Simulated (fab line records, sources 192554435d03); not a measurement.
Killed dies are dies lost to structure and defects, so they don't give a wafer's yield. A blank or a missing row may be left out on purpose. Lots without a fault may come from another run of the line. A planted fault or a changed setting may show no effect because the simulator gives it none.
fab line records | flow n5_finfet | part 2 of 2: steps 4 to 6 of 6
record lots=24 wafers=72 last_day=20
route steps=1938 shown BEOL_M0_CUTY@711 BEOL_M0@715 BEOL_M1@753
lots that met no fault: from a run of the same line without faults
start_h: hours from the record's first day to the start of the lot's first wafer shown | wait_h: hours since the lot's step before | " the same as in the row above | L1.1+2: a row that stands for several wafers | - no value, or no start given | * or withheld: withheld | < > ~ a bound
route shown NAME@n: a module of which the file shows steps, and the number in the route of the first | usual: mean/standard deviation of fault-free wafers | same: alike in all rows | chamber/n: place in a boat | sites: the reading at each site | _std_site: their standard deviation | _edge_site: outer sites' mean less inner sites' | radius_mm: how far each site lies from the wafer's centre | mask NAME#n: copy n | behind: the tool/chamber that last shaped the wafer | hold: why the lot was held/for how many hours/how that ended | device: the transistor (n, p or np) that didn't switch | end of line: the same wafers' tests at the end of the route | a step without rows: its recipe alone | killed: dies lost to structure and defects at the first sort, not the wafer's yield | map: a wafer's dies, x killed, . not, _ none there
set.NAME: the setting as run; set.NAME@STEP: as run at that earlier step | model.NAME: the simulator's own value behind a step, which no gauge read
steps of the route over a sample of lots; a table a step, a row a wafer
services: from which hour (start_h, from the record's first day; less than 0 if before it) a tool's chamber was out of use, for how many hours, and why
## steps
# step N5_BEOL_M0_PRE_CLEAN_131
# recipe gas=NH3/H2 time_s=15 temp_c=* rf_power_w=300
# usual heater_power_w=85/18
# columns lot.wafer tool chamber start_h wait_h heater_power_w
L074.2 cvd_co-02 0 119.98 0.0 77
L074.5 " 0 " " 78
L074.6 " 1 " " 119
L075.2 cvd_co-01 2 134.12 0.0 83
L075.3 " 2 " " 81
L075.4 " 0 " " 74
L076.1 cvd_co-01 0 136.26 0.0 73
L076.2 " 2 " " 82
L076.4 " 0 " " 75
L077.1 cvd_co-01 0 138.26 0.0 75
L077.2 " 2 " " 82
L077.5 " 2 " " 84
L078.1 cvd_co-02 2 138.64 0.0 62
L078.3 " 0 " " 79
L078.5 " 0 " " 78
L079.3 cvd_co-01 2 151.26 0.0 82
L079.5 " 1 " " 93
L079.6 " 0 " " 75
L080.3 cvd_co-02 1 153.63 0.0 115
L080.5 " 0 " " 80
L080.6 " 2 " " 60
L081.1 cvd_co-01 1 172.14 0.0 89
L081.3 " 2 " " 82
L081.6 " 0 " " 76
L082.1 cvd_co-02 0 216.27 0.0 80
L082.3 " 2 " " 60
L082.4 " 1 " " 120
L083.1 cvd_co-01 1 216.57 0.0 89
L083.4 " 2 " " 85
L083.6 " 0 " " 75
L084.1 cvd_co-01 1 217.99 0.0 89
L084.2 " 2 " " 83
L084.4 " 1 " " 92
L085.2 cvd_co-01 1 235.80 0.0 91
L085.3 " 2 " " 83
L085.6 " 1 " " 90
L086.1 cvd_co-02 1 237.77 0.0 117
L086.4 " 2 " " 61
L086.6 " 1 " " 118
L087.2 cvd_co-02 2 238.82 0.1 63
L087.3 " 1 " " 117
L087.5 " 0 " " 79
L088.2 cvd_co-01 1 239.96 0.0 90
L088.4 " 1 " " 89
L088.5 " 2 " " 83
L089.2 cvd_co-02 2 269.48 0.0 62
L089.4 " 2 " " 61
L089.5 " 1 " " 118
L090.1 cvd_co-02 1 269.94 0.0 117
L090.4 " 2 " " 59
L090.5 " 0 " " 78
L091.1 cvd_co-02 1 271.87 0.1 116
L091.4 " 1 " " 119
L091.6 " 2 " " 62
L092.1 cvd_co-02 0 273.57 0.0 80
L092.2 " 1 " " 115
L092.5 " 2 " " 61
L093.1 cvd_co-02 0 274.01 0.0 82
L093.3 " 2 " " 63
L093.5 " 0 " " 81
L096.1 cvd_co-02 0 307.17 0.0 79
L096.2 " 2 " " 61
L096.3 " 1 " " 116
L095.1 cvd_co-02 1 307.37 0.0 119
L095.2 " 0 " " 80
L095.4 " 2 " " 62
L094.1 cvd_co-01 2 307.45 0.0 83
L094.4 " 1 " " 91
L094.5 " 2 " " 85
L097.4 cvd_co-01 0 307.73 0.1 74
L097.5 " 1 " " 91
L097.6 " 2 " " 85
# step N5_BEOL_M1_PECVD_72
# recipe material=SiO2 target_thk_a=160 temp_c=400 precursor=TEOS/O2 pressure_torr=5.5 rf_w=450 teos_flow_sccm=53.8 gas=O2 flow_sccm=3000 time_s=18
# usual heater_power_w=695/100 showerhead_plenum_p_Torr=8.82/0.099 throttle_valve_pct=22.4/1.3
# columns lot.wafer tool chamber start_h wait_h heater_power_w showerhead_plenum_p_Torr throttle_valve_pct
L074.2 pecvd-01 0 120.45 0.0 777 8.75 23.5
L074.5 " 0 " " 776 8.74 23.3
L074.6 " 2 " " 938 8.71 22.0
L075.2 pecvd-02 2 134.57 0.0 654 8.74 20.5
L075.3 " 0 " " 597 8.96 21.8
L075.4 " 2 " " 656 8.73 21.0
L076.1 pecvd-01 2 136.70 0.0 850 8.71 22.1
L076.2 " 1 " " 578 8.67 21.9
L076.4 " 0 " " 738 8.75 23.8
L077.1 pecvd-02 2 138.65 0.0 604 8.72 20.5
L077.2 " 0 " " 494 8.92 21.6
L077.5 " 2 " " 608 8.71 20.6
L078.1 pecvd-04 1 139.05 0.0 749 8.82 24.9
L078.3 " 1 " " 717 8.82 24.8
L078.5 " 2 " " 704 8.85 20.7
L079.3 pecvd-04 0 151.66 0.0 670 8.95 22.7
L079.5 " 0 " " 708 8.98 22.8
L079.6 " 1 " " 794 8.81 24.7
L080.3 pecvd-01 0 154.04 0.0 753 8.73 23.6
L080.5 " 1 " " 564 8.66 22.1
L080.6 " 0 " " 767 8.75 23.7
L081.1 pecvd-01 1 172.53 0.0 632 8.64 22.1
L081.3 " 0 " " 719 8.77 23.6
L081.6 " 0 " " 706 8.76 23.6
L082.1 pecvd-01 2 216.69 0.0 805 8.71 22.2
L082.3 " 0 " " 743 8.73 23.8
L082.4 " 2 " " 825 8.71 22.1
L083.1 pecvd-04 2 216.99 0.0 770 8.88 21.0
L083.4 " 1 " " 714 8.79 24.7
L083.6 " 0 " " 580 8.97 22.5
L084.1 pecvd-04 2 218.38 0.0 686 8.84 21.0
L084.2 " 1 " " 708 8.82 24.9
L084.4 " 0 " " 566 8.97 22.7
L085.2 pecvd-04 1 236.19 0.0 813 8.83 24.7
L085.3 " 0 " " 700 8.99 22.7
L085.6 " 2 " " 819 8.86 21.3
L086.1 pecvd-04 0 238.16 0.0 637 8.96 22.7
L086.4 " 0 " " 633 8.98 22.7
L086.6 " 2 " " 750 8.85 21.2
L087.2 pecvd-04 1 239.21 0.0 786 8.81 24.7
L087.3 " 2 " " 773 8.86 21.4
L087.5 " 2 " " 782 8.86 21.2
L088.2 pecvd-02 0 240.38 0.0 520 8.93 22.0
L088.4 " 0 " " 514 8.93 21.7
L088.5 " 1 " " 630 8.76 22.3
L089.2 pecvd-02 2 269.87 0.0 602 8.74 21.0
L089.4 " 1 " " 623 8.78 22.2
L089.5 " 0 " " 516 8.91 21.9
L090.1 pecvd-04 2 270.33 0.0 776 8.87 21.4
L090.4 " 1 " " 683 8.84 24.9
L090.5 " 0 " " 653 8.99 22.4
L091.1 pecvd-02 2 272.26 0.0 686 8.72 20.6
L091.4 " 2 " " 723 8.73 20.9
L091.6 " 0 " " 546 8.92 22.3
L092.1 pecvd-04 0 273.96 0.0 689 8.95 22.7
L092.2 " 2 " " 741 8.87 21.2
L092.5 " 2 " " 762 8.86 21.3
L093.1 pecvd-02 0 274.40 0.0 520 8.93 22.2
L093.3 " 1 " " 679 8.78 22.1
L093.5 " 2 " " 706 8.74 20.8
L096.1 pecvd-04 2 307.57 0.0 815 8.84 21.4
L096.2 " 0 " " 640 9.00 22.9
L096.3 " 1 " " 820 8.82 24.7
L095.1 pecvd-01 2 307.76 0.0 932 8.69 22.7
L095.2 " 1 " " 540 8.65 22.0
L095.4 " 0 " " 716 8.74 23.5
L094.1 pecvd-02 1 307.84 0.0 647 8.78 22.0
L094.4 " 1 " " 656 8.80 22.1
L094.5 " 2 " " 717 8.74 20.7
L097.4 pecvd-04 1 308.22 0.1 791 8.79 24.7
L097.5 " 2 " " 779 8.85 21.3
L097.6 " 0 " " 611 8.98 22.8
# step N5_BEOL_M1_CD_MEAS_18
# recipe pitch_nm=36 target_cd_nm=18
# usual cd_nm=17.94/0.27
# columns lot.wafer tool chamber start_h wait_h cd_nm
L074.2 cd_sem-02 - 122.60 0.1 18.22
L074.5 " - " " 17.60
L074.6 " - " " 17.73
L075.2 cd_sem-03 - 136.76 0.1 18.52
L075.3 " - " " 18.10
L075.4 " - " " 18.48
L076.1 cd_sem-01 - 138.43 0.0 18.08
L076.2 " - " " 18.24
L076.4 " - " " 18.14
L077.1 cd_sem-01 - 140.64 0.0 17.69
L077.2 " - " " 18.66
L077.5 " - " " 18.23
L078.1 cd_sem-01 - 140.88 0.0 17.91
L078.3 " - " " 17.87
L078.5 " - " " 18.17
L079.3 cd_sem-01 - 168.55 0.1 17.69
L079.5 " - " " 18.01
L079.6 " - " " 17.37
L080.3 cd_sem-03 - 169.87 0.1 17.16
L080.5 " - " " 17.61
L080.6 " - " " 17.68
L081.1 cd_sem-02 - 174.96 0.0 18.26
L081.3 " - " " 18.20
L081.6 " - " " 18.07
L082.1 cd_sem-03 - 217.69 0.0 18.01
L082.3 " - " " 17.83
L082.4 " - " " 17.81
L083.1 cd_sem-03 - 222.74 0.0 17.92
L083.4 " - " " 17.89
L083.6 " - " " 17.97
L084.1 cd_sem-01 - 222.78 0.0 18.01
L084.2 " - " " 17.99
L084.4 " - " " 18.56
L085.2 cd_sem-02 - 237.19 0.1 17.86
L085.3 " - " " 17.71
L085.6 " - " " 17.75
L086.1 cd_sem-02 - 239.36 0.0 17.93
L086.4 " - " " 17.51
L086.6 " - " " 18.05
L087.2 cd_sem-02 - 240.42 0.1 17.66
L087.3 " - " " 17.65
L087.5 " - " " 17.79
L088.2 cd_sem-03 - 242.66 0.1 18.12
L088.4 " - " " 18.02
L088.5 " - " " 18.06
L089.2 cd_sem-03 - 271.76 0.1 17.76
L089.4 " - " " 17.76
L089.5 " - " " 18.03
L090.1 cd_sem-03 - 272.23 0.0 17.78
L090.4 " - " " 18.05
L090.5 " - " " 18.33
L091.1 cd_sem-02 - 274.52 0.0 17.70
L091.4 " - " " 18.23
L091.6 " - " " 17.86
L092.1 cd_sem-02 - 275.66 0.0 17.73
L092.2 " - " " 17.89
L092.5 " - " " 17.57
L093.1 cd_sem-03 - 276.47 0.0 17.84
L093.3 " - " " 18.03
L093.5 " - " " 17.79
L096.1 cd_sem-03 - 309.42 0.0 17.98
L096.2 " - " " 17.73
L096.3 " - " " 18.03
L095.1 cd_sem-01 - 309.56 0.0 17.34
L095.2 " - " " 18.09
L095.4 " - " " 17.61
L094.1 cd_sem-01 - 309.65 0.0 18.19
L094.4 " - " " 17.52
L094.5 " - " " 18.42
L097.4 cd_sem-03 - 309.95 0.1 18.48
L097.5 " - " " 18.04
L097.6 " - " " 17.61
## services
# columns tool chamber start_h hours kind
pecvd-04 2 93.83 6.5 repair
cvd_co-02 - 98.70 3.7 repair
rie_diel-04 1 106.06 2.9 repair
cvd_co-02 2 118.84 5.1 repair
pecvd-02 1 133.62 50.0 repair
pecvd-04 0 137.29 5.8 repair
cvd_co-01 - 143.59 0.8 repair
pecvd-04 2 151.83 10.6 repair
rie_diel-06 - 152.62 0.9 repair
rie_diel-01 0 161.28 4.4 repair
pecvd-02 0 169.29 4.4 repair
rie_diel-01 1 187.71 6.8 repair
cvd_co-01 - 195.89 6.0 pm
cvd_co-02 - 201.89 2.8 pm
rie_diel-06 1 214.42 9.5 repair
pecvd-02 - 223.04 0.3 repair
cvd_co-02 2 223.43 4.4 repair
rie_diel-01 - 234.77 2.8 pm
rie_diel-06 3 258.10 3.1 repair
rie_diel-04 3 260.32 20.8 repair
pecvd-02 - 261.64 0.5 repair
cvd_co-01 - 266.85 28.1 pm
pecvd-02 - 267.16 1.1 repair
rie_diel-06 1 301.28 8.3 repair
